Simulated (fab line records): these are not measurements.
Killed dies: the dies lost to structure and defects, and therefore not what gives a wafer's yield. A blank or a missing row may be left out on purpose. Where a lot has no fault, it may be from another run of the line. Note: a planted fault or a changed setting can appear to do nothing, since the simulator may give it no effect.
The tool behind it: which one?    flow nand harc    at 1 step of a route of 1302, 12 lots with 36 wafers sampled

WHAT THE GAUGES SHOWED, per wafer
NHARC_A_SGD_CUT_CD_MEAS_09 targets a cd of 100 nm.
lot   measured      on         cd nm (nm)
L407  day 19 08:32  cd sem-02  100.6 99.8 101.3
L408  day 19 16:29  cd sem-03  100.4 100.1 99.0
L412  day 21 10:21  cd sem-01  99.8 100.8 100.6
L413  day 22 21:22  cd sem-03  100.6 99.9 99.1
L419  day 24 11:07  cd sem-01  99.2 100.0 100.5
L423  day 26 05:14  cd sem-02  99.6 100.7 99.7
L424  day 26 13:07  cd sem-01  98.9 100.3 98.3
L422  day 26 13:25  cd sem-03  99.4 98.7 100.2
L426  day 27 15:47  cd sem-02  99.8 100.0 100.0
L427  day 28 10:02  cd sem-02  100.4 100.4 98.7
L428  day 28 10:22  cd sem-01  99.2 99.2 100.4
L429  day 28 21:56  cd sem-02  99.8 98.9 99.3

WHICH TOOL RAN EACH LOT (tool, then ch and the chambers of the sampled wafers, then the start)
No process step before these readings appears in the record.

WHAT THE TOOLS THEMSELVES READ (means of the sampled wafers that have a number; where no wafer has one, the mark that the record gives instead)
The record holds no such reading with a usual standard deviation.

THE ANSWER, worked out from the rows above alone
Rule: the usual values come from the lots themselves. Put in order of their means at a reading, lots are off if they are a third of the lots or fewer, leave a main group of 4 or more, and stand apart from it by a gap of 3 or more times the standard deviation of the main group's means; of several such gaps the widest counts. A main group is skipped when, at the precision printed for the reading in the tables above, its means are all equal. Also off: a lot with no number at a reading for which 4 or more lots have one. Where the step has rows for the other lots, those lots are counted as sound. After the gauges, taken in route order, come the tools' own readings; for these a lot's mean is taken, as printed above. The first step at which some lot is off is used, and at that step the reading that is off furthest; a lot without a number counts as furthest.
No lot is off on any of the readings shown, so nothing can be concluded from this.

WHAT THE SIMULATOR HAD INSERTED
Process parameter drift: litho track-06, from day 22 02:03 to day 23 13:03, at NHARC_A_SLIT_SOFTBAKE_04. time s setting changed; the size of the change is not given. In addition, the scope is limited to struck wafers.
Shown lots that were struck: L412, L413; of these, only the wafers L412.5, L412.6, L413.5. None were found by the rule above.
